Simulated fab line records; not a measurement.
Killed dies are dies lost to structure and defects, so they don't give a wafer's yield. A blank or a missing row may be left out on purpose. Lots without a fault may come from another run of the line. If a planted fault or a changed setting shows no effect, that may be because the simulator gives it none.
fab line records	flow n5-finfet
record: lots: 7	wafers: 19	last-day: 18
route steps=1938 shown STI_FIN_REVEAL@184 BEOL_M4@1111
lots untouched by any fault: they come from a run of this same line in which no faults occurred
start-h: hours from the record's first day to the start of the lot's first wafer shown	wait-h: time in hours since the lot's previous step	" repeats the value in the row above	L1.1+2: a single row standing in for several wafers	- no value, or no start given	* or withheld: withheld	< > ~ a bound
route shown NAME@n: names a module that has steps shown in the file, with the first one's number in the route	usual: the fault-free wafers' mean and standard deviation	same: alike in all rows	chamber/n: place in a boat	sites: each site's reading	_std_site: their standard deviation	_edge_site: mean of outer sites minus mean of inner sites	radius-mm: for every site, how far away it sits from the centre of the wafer	mask NAME#n: copy n	behind: the tool/chamber that last shaped the wafer	hold: cause of the lot's hold/its duration in hours/its outcome	device: the transistor (n, p or np) that didn't switch	end of line: at the end of the route, the tests of the same wafers	a step without rows: its recipe alone	killed: at the first sort, the dies lost to defects and structure; wafer yield is something else	map: the dies of a wafer, with x for killed, . for not killed, _ for no die there
set.NAME: the setting as run; set.NAME@STEP: as run at that earlier step	model.NAME: the simulator's own value behind a step, which no gauge read
a table for each step, a row for each wafer; lots at some steps of the route
services: a tool's chamber out of use, with start hour (start-h, from the record's first day; less than 0 if before it), hours out, and reason
== steps ==
step: N5_STI_FIN_REVEAL_ALD_14
recipe: material: Si3N4	target-thk-a: 30	temp-c: 400	ald-precursor-family: SiH2I2	ald-co-reactant: N2/H2-plasma	pressure-torr: 2
usual: heater-power-w: 880/69
lot.wafer	tool	chamber	start-h	wait-h	heater-power-w
L370.1	ald-sin-03	2	76.21	0.0	886
L370.2	"	1	"	"	832
L370.3	"	3	"	"	906
L374.2	ald-sin-03	3	100.74	0.0	940
L374.4	"	1	"	"	792
L374.6	"	1	"	"	807
L378.2	ald-sin-03	0	124.18	0.0	962
L378.4	"	2	"	"	864
L378.6	"	1	"	"	801
L381.1	ald-sin-01	2	142.84	0.0	880
L381.6	"	0	"	"	879
L383.2	ald-sin-03	2	155.49	0.0	893
L383.3	"	1	"	"	791
L383.6	"	3	"	"	928
L384.3	ald-sin-04	3	160.90	0.0	840
L384.4	"	1	"	"	773
L384.6	"	2	"	"	890
L385.1	ald-sin-01	1	166.88	0.0	774
L385.6	"	3	"	"	974
step: N5_STI_FIN_REVEAL_FCVD_FILL_01
recipe: material: SiO2_flowable	target-thk-a: 3120	temp-c: 100	pressure-torr: 0.8	rf-w: 2000	time-s: 512.2
step: N5_STI_FIN_REVEAL_DENSIFY_02
recipe: temp-c: 650	ambient: steam	time-s: 1800	idle-temp-c: 400	densification-p-h2o-torr: 640
step: N5_STI_FIN_REVEAL_CMP_04
recipe: stop-on: Si3N4	t-overpolish-s: 4	down-force-psi: 2	platen-rpm: 54.18	post-cmp-clean: alkaline-brush	pad-velocity-m-s: 1.078	target-thk-nm: 131.83
step: N5_STI_FIN_REVEAL_THK_MEAS_05
usual: thk-nm: 131.8/1
lot.wafer	tool	chamber	start-h	wait-h	thk-nm
L370.1	film-metro-01	-	81.54	-	129.9
L370.2	"	-	"	"	131.0
L370.3	"	-	"	"	130.8
L374.2	film-metro-02	-	106.07	-	131.0
L374.4	"	-	"	"	131.2
L374.6	"	-	"	"	130.5
L378.2	film-metro-02	-	129.52	-	130.7
L378.4	"	-	"	"	131.6
L378.6	"	-	"	"	130.6
L381.1	film-metro-01	-	148.17	-	131.0
L381.6	"	-	"	"	130.9
L383.2	film-metro-02	-	160.82	-	132.0
L383.3	"	-	"	"	132.0
L383.6	"	-	"	"	131.0
L384.3	film-metro-02	-	166.25	-	131.3
L384.4	"	-	"	"	131.0
L384.6	"	-	"	"	131.3
L385.1	film-metro-01	-	172.81	-	130.2
L385.6	"	-	"	"	132.2
step: N5_STI_FIN_REVEAL_DENSIFY_30
recipe: temp-c: *	time-s: *	ambient: N2	idle-temp-c: 600	ramp-up-c-per-s: 150	ramp-down-c-per-s: 60	cool-to-c: 600
usual: lamp-power-pct: 11.53/0.064	lamp_zone_2_pct: 11.526/0.018	lamp_zone_6_pct: 11.453/0.015	wafer_temp_C_max: *
lot.wafer	tool	chamber	start-h	wait-h	lamp-power-pct	lamp_zone_2_pct	lamp_zone_6_pct	wafer_temp_C_max
L370.1	rtp-anneal-02	0	81.96	0.4	11.57	11.515	11.439	*
L370.2	"	0	"	"	11.56	11.521	11.483	*
L370.3	"	0	"	"	11.52	11.546	11.466	*
L374.2	rtp-anneal-02	0	106.24	0.2	11.56	11.511	11.450	*
L374.4	"	0	"	"	11.49	11.521	11.466	*
L374.6	"	0	"	"	11.41	11.537	11.464	*
L378.2	rtp-anneal-01	0	129.68	0.2	11.59	11.531	11.463	*
L378.4	"	0	"	"	11.58	11.523	11.437	*
L378.6	"	0	"	"	11.57	11.470	11.472	*
L381.1	rtp-anneal-01	0	148.35	0.2	11.41	11.543	11.441	*
L381.6	"	0	"	"	11.50	11.526	11.431	*
L383.2	rtp-anneal-02	0	160.91	0.1	11.51	11.534	11.439	*
L383.3	"	0	"	"	11.58	11.539	11.457	*
L383.6	"	0	"	"	11.57	11.530	11.448	*
L384.3	rtp-anneal-02	0	166.34	0.1	11.59	11.506	11.436	*
L384.4	"	0	"	"	11.55	11.525	11.429	*
L384.6	"	0	"	"	11.50	11.528	11.456	*
L385.1	rtp-anneal-02	0	172.84	0.0	11.51	11.552	11.450	*
L385.6	"	0	"	"	11.55	11.511	11.470	*
step: N5_STI_FIN_REVEAL_ETCHBACK_08
recipe: chemistry: C4F6/O2	target: SiO2	target-depth-a: 305	time-s: 10.167	ion-energy-ev: 250	pressure-mtorr: 30	source-w: 345	bias-w: 185	Ar_flow_sccm: 300	C4F6_flow_sccm: 10	O2_flow_sccm: 10
usual: drypump-motor-current-A: 5.6/0.56	oes_o_777_au: 0.76/0.088	oes-product-au: 0.77/0.075	rf-vpp-V: 670/8.8	showerhead-plenum-p-Torr: 2.83/0.076	throttle-valve-pct: 21.16/0.23
lot.wafer	tool	chamber	start-h	wait-h	drypump-motor-current-A	oes_o_777_au	oes-product-au	rf-hours-counter-h	rf-vpp-V	showerhead-plenum-p-Torr	throttle-valve-pct
L370.1	rie-diel-05	1	82.17	0.2	5.8	0.71	0.72	211	669	2.84	21.33
L370.2	"	2	"	"	5.5	0.68	0.68	216	683	2.93	20.98
L370.3	"	3	"	"	6.1	0.72	0.74	173	672	2.95	21.51
L374.2	rie-diel-05	1	106.42	0.2	5.8	0.71	0.71	220	667	2.83	21.33
L374.4	"	0	"	"	6.1	0.93	0.92	22	661	2.80	20.83
L374.6	"	0	"	"	6.1	0.93	0.92	-	659	2.80	20.82
L378.2	rie-diel-05	2	129.96	0.3	5.6	0.66	0.67	233	682	2.93	21.01
L378.4	"	0	"	"	6.1	0.92	0.90	30	658	2.80	20.85
L378.6	"	1	"	"	5.8	0.69	0.72	-	667	2.83	21.37
L381.1	rie-diel-01	1	148.66	0.3	5.0	0.73	0.75	151	669	2.83	21.02
L381.6	"	2	"	"	6.4	0.88	0.85	-	659	2.91	20.80
L383.2	rie-diel-01	3	161.29	0.3	5.2	0.66	0.67	243	681	2.79	21.19
L383.3	"	1	"	"	5.0	0.73	0.74	156	667	2.83	21.02
L383.6	"	0	"	"	4.9	0.84	0.82	-	674	2.75	21.18
L384.3	rie-diel-01	3	166.49	0.1	5.2	0.67	0.67	245	680	2.79	21.20
L384.4	"	0	"	"	4.9	0.83	0.82	-	675	2.75	21.18
L384.6	"	3	"	"	5.2	0.67	0.68	-	680	2.79	21.22
L385.1	rie-diel-06	0	173.05	0.2	5.6	0.75	0.78	163	667	2.88	21.35
L385.6	"	3	"	"	5.5	0.65	0.68	-	675	2.72	21.44
step: N5_STI_FIN_REVEAL_STRIP_24
recipe: chemistry: N2/H2	time-s: 90	power-w: 100	temp-c: 40	pressure-mtorr: 100	rf-frequency-hz: 6e+07	bias-power-w: 3	n2-flow-sccm: 300	h2-flow-sccm: 300
usual: drypump-motor-current-A: 5.6/0.55	oes-product-au: 0.77/0.076	rf-vpp-V: 45.2/0.84	showerhead-plenum-p-Torr: 3.36/0.083	throttle-valve-pct: 12.23/0.29
lot.wafer	tool	chamber	start-h	wait-h	drypump-motor-current-A	oes-product-au	rf-hours-counter-h	rf-vpp-V	showerhead-plenum-p-Torr	throttle-valve-pct
L370.1	rie-diel-05	1	82.21	0.0	5.8	0.72	211	44.7	3.34	12.36
L370.2	"	2	"	"	5.5	0.69	216	47.3	3.49	12.30
L370.3	"	3	"	"	6.1	0.73	173	44.9	3.49	12.52
L374.2	rie-diel-05	1	106.46	0.0	5.8	0.73	220	46.5	3.33	12.38
L374.4	"	0	"	"	6.2	0.93	22	45.2	3.31	11.80
L374.6	"	0	"	"	6.1	0.93	-	45.9	3.31	11.81
L378.2	rie-diel-05	2	130.00	0.0	5.5	0.67	233	45.6	3.48	12.35
L378.4	"	0	"	"	6.1	0.91	30	46.1	3.31	11.83
L378.6	"	1	"	"	5.8	0.71	-	46.2	3.33	12.40
L381.1	rie-diel-01	1	148.70	0.0	5.1	0.75	151	44.6	3.38	12.14
L381.6	"	2	"	"	6.4	0.86	-	45.7	3.41	11.69
L383.2	rie-diel-01	3	161.33	0.0	5.3	0.67	243	43.5	3.35	12.54
L383.3	"	1	"	"	5.1	0.74	156	46.5	3.38	12.15
L383.6	"	0	"	"	4.9	0.82	-	45.0	3.27	12.18
L384.3	rie-diel-01	3	166.52	0.0	5.3	0.68	245	45.1	3.35	12.51
L384.4	"	0	"	"	4.9	0.81	-	45.4	3.27	12.20
L384.6	"	3	"	"	5.2	0.67	-	44.2	3.35	12.54
L385.1	rie-diel-06	0	173.08	0.0	5.7	0.77	163	46.2	3.37	12.21
L385.6	"	3	"	"	5.5	0.68	-	45.4	3.24	12.72
step: N5_STI_FIN_REVEAL_PRECLEAN_25
recipe: chemistry: SPM	time-s: 90	temp-c: 120	mix: 4:1
step: N5_STI_FIN_REVEAL_PRECLEAN_26
recipe: chemistry: SC1	time-s: 45	temp-c: 46	mix: 1:2:100
step: N5_STI_FIN_REVEAL_PRECLEAN_29
recipe: chemistry: DHF	time-s: 30	temp-c: 25	dilution: 300:1
step: N5_STI_FIN_REVEAL_SRD_12
recipe: time-s: 30	temp-c: 23	rinse-liquid: diw	dry: ipa-marangoni
step: N5_STI_FIN_REVEAL_RECESS_09
recipe: chemistry: HF/NH3	target: SiO2	afs-cycles: 11	target-depth-a: 425	temp-c: 30	sublimation-temp-c: 180	sublimation-time-s: 60
usual: drypump-motor-current-A: 6.23/0.23
lot.wafer	tool	chamber	start-h	wait-h	drypump-motor-current-A	model.etch.depth-nm	model.SiNx_of_FIN_SAQP_HM_DEP_03.thk-nm
L370.1	vapor-etch-01	1	82.42	0.0	6.56	42.91	17.8
L370.2	"	0	"	"	6.20	42.91	17.2
L370.3	"	0	"	"	6.26	42.91	16.6
L374.2	vapor-etch-01	0	106.67	0.0	6.21	42.69	17.4
L374.4	"	0	"	"	6.21	42.69	17.6
L374.6	"	1	"	"	6.53	42.69	18.6
L378.2	vapor-etch-02	1	130.21	0.0	6.30	42.44	18.2
L378.4	"	1	"	"	6.29	42.44	20
L378.6	"	0	"	"	5.89	42.44	18.2
L381.1	vapor-etch-02	0	148.91	0.0	5.89	43.22	18.2
L381.6	"	0	149.97	1.1	5.87	58.97	17.6
L383.2	vapor-etch-01	1	161.54	0.0	6.53	41.85	18
L383.3	"	0	"	"	6.25	41.85	18.2
L383.6	"	0	"	"	6.25	41.85	18.8
L384.3	vapor-etch-02	0	167.27	0.6	5.88	41.99	18.2
L384.4	"	1	"	"	6.29	41.99	18
L384.6	"	1	"	"	6.31	57.3	17.6
L385.1	vapor-etch-02	0	173.30	0.0	5.91	42.25	18
L385.6	"	1	174.36	1.1	6.27	57.65	17.6
step: N5_STI_FIN_REVEAL_STRIP_16
recipe: chemistry: H3PO4	material: SiNx	temp-c: 165	target-depth-a: 238	overetch-fraction: 0.4964	dry: ipa-marangoni
step: N5_STI_FIN_REVEAL_PRECLEAN_17
recipe: chemistry: NF3:NH3	afs-cycles: 1	temp-c: 30	time-s: 20	sublimation-temp-c: 180	sublimation-time-s: 60	pressure-torr: 3	rf-power-w: 30
step: N5_STI_FIN_REVEAL_ETCH_34
recipe: chemistry: H2	mode: isotropic	material: Si	target: Si	target-depth-a: 9.7	temp-c: 20	pressure-mtorr: 4.5	icp-w: 300	bias-w: 0	h2-flow-sccm: 7.5	he-flow-sccm: 142.5
step: N5_STI_FIN_REVEAL_OXIDATION_31
recipe: chemistry: O2_PLASMA_REMOTE	temp-c: 150	time-s: 20	pressure-mtorr: 1000	source-power-w: 2000	o2-flow-sccm: 3000
step: N5_STI_FIN_REVEAL_PRECLEAN_32
recipe: chemistry: NF3:NH3	afs-cycles: 1	temp-c: 30	time-s: 20	sublimation-temp-c: 180	sublimation-time-s: 60	pressure-torr: 3	rf-power-w: 30
step: N5_STI_FIN_REVEAL_STRIP_35
recipe: chemistry: H3PO4	material: Si3N4	temp-c: 165	target-depth-a: 40	time-s: 39
step: N5_STI_FIN_REVEAL_SRD_21
recipe: dry: ipa-marangoni	time-s: 30	temp-c: 23	rinse-liquid: diw
step: N5_STI_FIN_REVEAL_OXIDATION_33
recipe: chemistry: O2_PLASMA_REMOTE	temp-c: 150	time-s: 20	pressure-mtorr: 1000	source-power-w: 2000	o2-flow-sccm: 3000
usual: drypump-motor-current-A: 5.61/0.25	heater-power-w: 144/8.2	o2-flow-sccm: 3000/8.8
lot.wafer	tool	chamber	start-h	wait-h	drypump-motor-current-A	heater-power-w	o2-flow-sccm	rf-hours-counter-h
L370.1	plasma-asher-01	1	85.03	0.0	5.89	132	3005	96
L370.2	"	0	"	"	5.35	154	3009	96
L370.3	"	0	"	"	5.36	152	2998	-
L374.2	plasma-asher-02	1	109.18	0.0	5.76	137	3004	37
L374.4	"	1	"	"	5.70	133	3001	-
L374.6	"	1	"	"	5.81	138	2997	-
L378.2	plasma-asher-01	0	132.72	0.0	5.35	152	2999	106
L378.4	"	0	"	"	5.34	149	3011	-
L378.6	"	0	"	"	5.33	152	2993	-
L381.1	plasma-asher-02	0	151.42	0.0	5.37	154	3023	47
L381.6	"	0	"	"	5.37	147	3005	-
L383.2	plasma-asher-01	0	164.27	0.0	5.34	158	3008	115
L383.3	"	0	"	"	5.34	152	2997	-
L383.6	"	1	"	"	5.88	136	3001	-
L384.3	plasma-asher-01	0	169.26	0.0	5.38	155	2998	-
L384.4	"	1	"	"	5.87	138	3008	-
L384.6	"	0	"	"	5.36	154	2993	-
L385.1	plasma-asher-02	1	175.82	0.0	5.76	137	3004	47
L385.6	"	1	"	"	5.74	137	3004	-
step: N5_STI_FIN_REVEAL_CLEAN_19
recipe: chemistry: O3/DIW	temp-c: 25	time-s: 120	o3-ppm: 10
step: N5_STI_FIN_REVEAL_SRD_23
recipe: dry: ipa-marangoni	time-s: 30	temp-c: 23	rinse-liquid: diw
step: N5_STI_FIN_REVEAL_CD_MEAS_22
recipe: target-cd-nm: 6.238	pitch-nm: 28	polarity: line
usual: cd-nm: 6.30/0.28
lot.wafer	tool	chamber	start-h	wait-h	cd-nm
L370.1	cd-sem-01	-	85.20	0.0	6.72
L370.2	"	-	"	"	6.19
L370.3	"	-	"	"	6.62
L374.2	cd-sem-03	-	109.34	0.0	5.73
L374.4	"	-	"	"	6.19
L374.6	"	-	"	"	6.10
L378.2	cd-sem-03	-	132.89	0.0	6.23
L378.4	"	-	"	"	6.26
L378.6	"	-	"	"	5.70
L381.1	cd-sem-01	-	151.58	0.0	6.04
L381.6	"	-	"	"	6.23
L383.2	cd-sem-02	-	164.43	0.0	6.44
L383.3	"	-	"	"	5.59
L383.6	"	-	"	"	5.92
L384.3	cd-sem-01	-	169.41	0.0	6.23
L384.4	"	-	"	"	5.97
L384.6	"	-	"	"	6.19
L385.1	cd-sem-03	-	175.98	0.0	6.58
L385.6	"	-	"	"	6.31
step: N5_STI_FIN_REVEAL_FIN_H_MEAS_10
usual: trench-depth-nm: 52.0/0.7
lot.wafer	tool	chamber	start-h	wait-h	trench-depth-nm
L370.1	ocd-01	-	85.23	0.0	51.9
L370.2	"	-	"	"	52.1
L370.3	"	-	"	"	52.4
L374.2	ocd-02	-	109.37	0.0	51.7
L374.4	"	-	"	"	52.0
L374.6	"	-	"	"	52.7
L378.2	ocd-02	-	132.92	0.0	51.0
L378.4	"	-	"	"	52.4
L378.6	"	-	"	"	51.7
L381.1	ocd-02	-	151.61	0.0	52.5
L381.6	"	-	"	"	69.5
L383.2	ocd-01	-	164.46	0.0	50.1
L383.3	"	-	"	"	51.4
L383.6	"	-	"	"	51.7
L384.3	ocd-02	-	169.44	0.0	50.6
L384.4	"	-	"	"	52.0
L384.6	"	-	"	"	66.0
L385.1	ocd-02	-	176.01	0.0	52.1
L385.6	"	-	"	"	66.9
step: N5_STI_FIN_REVEAL_PRECLEAN_18
recipe: chemistry: SC2	time-s: 45	temp-c: 35	mix: 1:1:50
step: N5_BEOL_M4_RC_MEAS_101
usual: DIBL_N: 36.0/1.8	DIBL_P: 36.3/2.4	IOFF_N: 0.16/0.035	IOFF_P: 0.21/0.036	ION_N: 673/13	ION_P: 461/7.2	SS_N: 71.4/0.6	SS_P: 73.2/0.7	VT_N: 250/4	VT_P: -250.9/2.9
lot.wafer	tool	chamber	start-h	wait-h	DIBL_N[mV/V]	DIBL_P[mV/V]	IOFF_N[nA/um]	IOFF_P[nA/um]	ION_N[uA/um]	ION_P[uA/um]	SS_N[mV/dec]	SS_P[mV/dec]	VT_N[mV]	VT_P[mV]
L370.1	prober-01	0	220.82	0.0	35.0	36.7	0.15	0.17	666	447	71.3	72.6	248	-254.2
L370.2	"	0	"	"	38.7	39.9	0.21	0.22	686	459	71.3	74.2	245	-250.4
L370.3	"	0	"	"	36.5	38.6	0.16	0.21	670	456	71.4	73.8	248	-254.2
L374.2	prober-01	0	248.23	0.2	34.3	33.0	0.11	0.16	647	447	72.1	71.8	254	-256.0
L374.4	"	0	"	"	35.6	35.8	0.14	0.19	659	459	71.1	73.6	248	-254.0
L374.6	"	0	"	"	35.3	33.7	0.13	0.16	668	456	70.9	72.8	254	-255.8
L378.2	prober-01	0	276.11	0.2	37.0	36.1	0.16	0.20	670	454	71.7	73.3	252	-253.1
L378.4	"	0	"	"	33.8	33.0	0.12	0.16	660	458	70.5	72.4	256	-254.9
L378.6	"	0	"	"	32.8	30.6	0.10	0.13	646	442	69.7	71.9	260	-255.0
L381.1	prober-01	0	281.20	0.0	35.8	36.1	0.14	0.19	667	454	71.3	73.7	254	-248.7
L381.6	"	0	"	"	37.2	37.5	0.17	0.23	680	468	71.4	73.7	249	-247.9
L383.2	prober-01	0	316.53	0.2	37.0	35.1	0.16	0.21	658	455	71.8	73.0	250	-250.3
L383.3	"	0	"	"	33.7	31.9	0.10	0.16	652	455	70.8	72.6	256	-254.5
L383.6	"	0	"	"	34.6	33.9	0.11	0.18	654	457	71.3	73.2	254	-254.1
L385.1	prober-01	0	318.29	0.0	38.7	38.4	0.19	0.24	686	467	72.1	73.6	246	-247.2
L385.6	"	0	"	"	38.1	37.2	0.17	0.22	672	456	72.2	73.8	247	-249.7
L384.3	prober-02	0	320.03	0.3	35.2	35.6	0.13	0.19	652	459	70.8	73.2	253	-253.7
L384.4	"	0	"	"	35.7	35.4	0.13	0.19	677	464	71.1	72.7	252	-252.5
L384.6	"	0	"	"	36.8	38.2	0.16	0.23	671	462	71.4	73.4	250	-249.5
== services ==
tool	chamber	start-h	hours	kind
ald-sin-01	-	53.59	0.2	repair
rtp-anneal-01	-	55.76	27.7	pm
rie-diel-05	1	57.17	13.0	repair
rie-diel-06	0	82.08	7.0	repair
ald-sin-01	-	86.92	14.0	pm
ald-sin-01	0	86.92	14.0	vent-cycle
ald-sin-01	1	86.92	14.0	vent-cycle
ald-sin-01	2	86.92	14.0	vent-cycle
ald-sin-01	3	86.92	14.0	vent-cycle
ald-sin-03	3	88.61	-	calibration
rie-diel-01	-	90.23	0.2	repair
ald-sin-01	0	100.92	-	clean
ald-sin-01	1	100.92	-	clean
ald-sin-01	2	100.92	-	clean
ald-sin-01	3	100.92	-	clean
rie-diel-05	-	147.49	16.3	repair
plasma-asher-02	-	154.00	17.9	repair
rie-diel-01	1	164.18	2.6	repair
plasma-asher-02	-	174.04	0.6	repair
== key ==
first-sign: step: N5_STI_FIN_REVEAL_FIN_H_MEAS_10	reading: trench-depth-nm	direction: up	sigmas: 22	usual: 52.0	struck: 67.5
effect none on later readings
model-effect: step: N5_STI_FIN_REVEAL_RECESS_09	value: etch.depth-nm	without: 42.49	struck: 57.97
met-at N5_STI_FIN_REVEAL_RECESS_09
struck-wafers L381.6,L384.6,L385.6
onset-between 130.21 148.91
fault: kind: process-parameter-drift	tool: vapor-etch-02	chamber: -	onset-h: 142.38	steps: N5_STI_FIN_REVEAL_RECESS_09	channel: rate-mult	offset: 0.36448	shape: step	end-h: 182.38	scope: struck-wafers-only
